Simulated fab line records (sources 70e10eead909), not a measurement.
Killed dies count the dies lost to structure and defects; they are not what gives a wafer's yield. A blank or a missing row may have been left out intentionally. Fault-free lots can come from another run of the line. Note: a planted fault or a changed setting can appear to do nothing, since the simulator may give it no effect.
Which tool did it? | flow nand_harc | Sampling: 24 lots, 72 wafers, 3 of 1159 route steps

## WHAT THE GAUGES READ, wafer by wafer
NHARC_A_SLIT_CD_MEAS_09: the cd target is 300 nm.
lot  | measured     | on        | cd_nm (nm)
L074 | day 14 00:21 | cd_sem-01 | 299.9 300.0 300.3
L076 | day 14 22:13 | cd_sem-02 | 299.4 300.9 300.0
L075 | day 14 20:31 | cd_sem-03 | 299.4 300.6 299.5
L077 | day 14 21:55 | cd_sem-02 | 300.3 299.9 300.2
L078 | day 15 07:32 | cd_sem-02 | 300.1 300.0 300.3
L079 | day 15 07:43 | cd_sem-02 | 298.9 299.4 299.2
L081 | day 15 21:43 | cd_sem-03 | 300.2 300.4 301.2
L082 | day 16 03:05 | cd_sem-02 | 300.4 300.6 300.5
L080 | day 16 15:46 | cd_sem-02 | 299.4 300.1 298.5
L085 | day 16 16:08 | cd_sem-01 | 300.1 300.7 300.2
L083 | day 16 17:37 | cd_sem-03 | 300.1 299.9 300.1
L084 | day 16 23:54 | cd_sem-02 | 299.8 300.4 299.8
L087 | day 17 09:37 | cd_sem-02 | 300.4 299.1 300.3
L086 | day 17 09:28 | cd_sem-02 | 300.2 299.3 300.3
L088 | day 17 20:06 | cd_sem-02 | 300.5 299.8 300.4
L089 | day 17 20:26 | cd_sem-01 | 299.9 299.9 300.6
L091 | day 18 15:20 | cd_sem-02 | 300.5 300.1 300.5
L090 | day 18 15:10 | cd_sem-03 | 299.3 300.2 300.3
L092 | day 19 00:01 | cd_sem-02 | 300.4 300.1 300.0
L093 | day 18 23:38 | cd_sem-03 | 299.7 300.2 300.1
L094 | day 19 05:44 | cd_sem-03 | 300.7 300.5 299.4
L095 | day 19 06:44 | cd_sem-03 | 301.3 300.5 300.7
L097 | day 19 20:59 | cd_sem-03 | 301.2 300.5 300.5
L096 | day 20 03:38 | cd_sem-03 | 299.7 299.5 300.0

NHARC_A_SLIT_INSPECT_11.
lot  | measured     | on                | raw_defect_count
L074 | day 14 00:28 | defect_inspect-01 | 4 10 7
L076 | day 14 22:20 | defect_inspect-01 | 13 7 14
L075 | day 14 20:39 | defect_inspect-02 | 19 23 17
L077 | day 14 22:02 | defect_inspect-01 | 21 24 23
L078 | day 15 07:39 | defect_inspect-01 | 6 9 8
L079 | day 15 07:51 | defect_inspect-01 | 23 29 30
L081 | day 15 21:50 | defect_inspect-02 | 40 28 30
L082 | day 16 03:13 | defect_inspect-02 | 11 13 12
L080 | day 16 15:53 | defect_inspect-01 | 35 33 30
L085 | day 16 16:16 | defect_inspect-01 | 30 35 22
L083 | day 16 17:45 | defect_inspect-02 | 14 17 12
L084 | day 17 00:01 | defect_inspect-02 | 14 8 16
L087 | day 17 09:44 | defect_inspect-02 | 15 21 17
L086 | day 17 09:35 | defect_inspect-02 | 26 42 37
L088 | day 17 20:14 | defect_inspect-01 | 25 39 28
L089 | day 17 20:34 | defect_inspect-01 | 13 19 17
L091 | day 18 15:27 | defect_inspect-02 | 30 34 41
L090 | day 18 15:19 | defect_inspect-01 | 10 6 8
L092 | day 19 00:08 | defect_inspect-02 | 31 26 42
L093 | day 18 23:46 | defect_inspect-01 | 17 5 13
L094 | day 19 05:52 | defect_inspect-01 | 39 37 34
L095 | day 19 06:52 | defect_inspect-01 | 23 10 21
L097 | day 19 21:07 | defect_inspect-01 | 13 14 16
L096 | day 20 03:45 | defect_inspect-02 | 17 15 13

## WHAT TOOL EACH LOT RAN ON (gives the tool, then ch and the chambers of the sampled wafers, and finally the start)
lot  | NHARC_A_SGD_CUT_STRIP_17
L074 | rie_diel-13 ch 0,1,3, day 14 00:21 or earlier
L076 | rie_diel-13 ch 0,3, day 14 22:13 or earlier
L075 | rie_diel-11 ch 0,1,2, day 14 20:31 or earlier
L077 | rie_diel-11 ch 0,3, day 14 21:55 or earlier
L078 | rie_diel-13 ch 0,1,2, day 15 07:32 or earlier
L079 | rie_diel-11 ch 0,1,2, day 15 07:43 or earlier
L081 | rie_diel-01 ch 0,2,3, day 15 21:43 or earlier
L082 | rie_diel-11 ch 2,3, day 16 03:05 or earlier
L080 | rie_diel-01 ch 0,2,3, day 16 15:46 or earlier
L085 | rie_diel-11 ch 0,1,2, day 16 16:08 or earlier
L083 | rie_diel-13 ch 1,2, day 16 17:37 or earlier
L084 | rie_diel-01 ch 0,3, day 16 23:54 or earlier
L087 | rie_diel-01 ch 1,3, day 17 09:37 or earlier
L086 | rie_diel-11 ch 0,2,3, day 17 09:28 or earlier
L088 | rie_diel-01 ch 0,1,2, day 17 20:06 or earlier
L089 | rie_diel-13 ch 0,2,3, day 17 20:26 or earlier
L091 | rie_diel-11 ch 0,1,2, day 18 15:20 or earlier
L090 | rie_diel-13 ch 0,1,2, day 18 15:10 or earlier
L092 | rie_diel-13 ch 0,1,3, day 19 00:01 or earlier
L093 | rie_diel-01 ch 1,2,3, day 18 23:38 or earlier
L094 | rie_diel-01 ch 0,1,2, day 19 05:44 or earlier
L095 | rie_diel-11 ch 0,2,3, day 19 06:44 or earlier
L097 | rie_diel-11 ch 0,1,2, day 19 20:59 or earlier
L096 | rie_diel-13 ch 0,2,3, day 20 03:38 or earlier
- NHARC_A_SGD_CUT_STRIP_17: strips in O2.

## AS READ BY THE TOOLS THEMSELVES (means over the sampled wafers that have a number; for cases with no such wafer, the mark the record gives instead)
NHARC_A_SGD_CUT_STRIP_17.
lot  | tool        | drypump_motor_current_A (A) | oes_product_au (a.u.) | rf_vpp_V (V) | showerhead_plenum_p_Torr (Torr) | throttle_valve_pct (%)
L074 | rie_diel-13 | 5.8                         | 1.002                 | 57.4         | 3.57                            | 17.045
L076 | rie_diel-13 | 5.8                         | 1.006                 | 58.1         | 3.69                            | 17.040
L075 | rie_diel-11 | 5.3                         | 0.998                 | 58.8         | 3.49                            | 17.037
L077 | rie_diel-11 | 5.3                         | 0.999                 | 57.8         | 3.50                            | 17.035
L078 | rie_diel-13 | 6.0                         | 1.009                 | 58.9         | 3.58                            | 17.028
L079 | rie_diel-11 | 5.3                         | 0.996                 | 57.3         | 3.49                            | 17.035
L081 | rie_diel-01 | 5.5                         | 0.999                 | 58.0         | 3.51                            | 17.039
L082 | rie_diel-11 | 5.8                         | 1.003                 | 57.8         | 3.50                            | 17.043
L080 | rie_diel-01 | 5.5                         | 0.996                 | 57.5         | 3.51                            | 17.031
L085 | rie_diel-11 | 5.3                         | 1.003                 | 57.5         | 3.49                            | 17.044
L083 | rie_diel-13 | 6.1                         | 0.994                 | 57.5         | 3.56                            | 17.038
L084 | rie_diel-01 | 5.6                         | 1.007                 | 58.1         | 3.64                            | 17.034
L087 | rie_diel-01 | 5.7                         | 0.999                 | 58.2         | 3.72                            | 17.034
L086 | rie_diel-11 | 5.5                         | 1.008                 | 58.1         | 3.43                            | 17.040
L088 | rie_diel-01 | 5.7                         | 1.007                 | 57.5         | 3.52                            | 17.037
L089 | rie_diel-13 | 5.8                         | 0.991                 | 58.4         | 3.66                            | 17.043
L091 | rie_diel-11 | 5.3                         | 1.008                 | 57.3         | 3.49                            | 17.044
L090 | rie_diel-13 | 6.0                         | 0.992                 | 57.9         | 3.58                            | 17.028
L092 | rie_diel-13 | 5.8                         | 1.003                 | 57.6         | 3.56                            | 17.033
L093 | rie_diel-01 | 5.6                         | 0.997                 | 58.1         | 3.60                            | 17.036
L094 | rie_diel-01 | 5.7                         | 0.997                 | 58.2         | 3.51                            | 17.040
L095 | rie_diel-11 | 5.5                         | 1.010                 | 57.5         | 3.43                            | 17.033
L097 | rie_diel-11 | 5.3                         | 1.009                 | 57.4         | 3.49                            | 17.028
L096 | rie_diel-13 | 5.8                         | 1.005                 | 58.6         | 3.66                            | 17.036

## THE ANSWER, worked out from the rows above alone
Rule: what is usual is taken from the lots themselves. Put in order of their means at a reading, lots are off if they are a third of the lots or fewer, leave a main group of 4 or more, and stand apart from it by a gap of 3 or more times the standard deviation of the main group's means; of several such gaps the widest counts. A main group whose means are all the same, to the digits that the tables above print for the reading, isn't used. Also off: a lot with no number at a reading for which 4 or more lots have one. The other lots that the step has rows for count as sound. Order of review: gauges by route order, followed by the tools' own readings, for which a lot's mean as printed above is used. The first step at which some lot is off is used, and at that step the reading that is off furthest; a lot without a number counts as furthest.
None of the lots is off at any reading shown; this tells nothing.

## WHAT THE SIMULATOR HAD INSERTED
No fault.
